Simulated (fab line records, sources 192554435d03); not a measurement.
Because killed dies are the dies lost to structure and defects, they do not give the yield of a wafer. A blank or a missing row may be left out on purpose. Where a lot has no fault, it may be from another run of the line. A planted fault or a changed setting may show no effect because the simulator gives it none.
Matching of chambers | flow n5 finfet | 4 sister chambers for N5_BEOL_M5_STRIP_19 on rie diel-06
The step strips in O2. 4 wafers are shown with their chamber, then 8 later ones without.

EACH WAFER AND ITS CHAMBER
wafer  | chamber | showerhead plenum p Torr (Torr)
L078.3 | 2       | 2.02
L079.6 | 1       | 2.07
L081.6 | 0       | 2.18
L082.1 | 3       | 2.06

WAFERS WITH NO CHAMBER GIVEN
wafer  | showerhead plenum p Torr (Torr)
L082.4 | 2.18
L082.6 | 2.06
L086.2 | 2.06
L086.3 | 2.01
L086.6 | 2.06
L092.2 | 2.06
L092.4 | 2.06
L092.6 | 2.01

CHAMBER TAKEN BY EACH
wafer  | from the rows above     | in truth
L082.4 | 0                       | 0
L082.6 | can't be placed: 3 or 1 | 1
L086.2 | can't be placed: 3 or 1 | 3
L086.3 | 2                       | 2
L086.6 | can't be placed: 3 or 1 | 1
L092.2 | can't be placed: 3 or 1 | 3
L092.4 | can't be placed: 3 or 1 | 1
L092.6 | 2                       | 2
Correct placement for 3 of the 8. Not placeable from these rows: 5 (in 5, the candidates include the true chamber). Wrongly placed: 0.
How it was worked out, from the rows above alone: a wafer's distance from a chamber is the root of the sum, over the readings, of the square of ((its reading less the chamber's mean) divided by the reading's scatter). The wafer belongs to the nearest chamber; if the next one is less than 2 further off, it can't be placed. For every chamber, the mean is computed from those of its wafers that are shown. The scatter: root of mean squared gap, hidden wafer to nearest shown wafer, with one shown wafer a chamber.
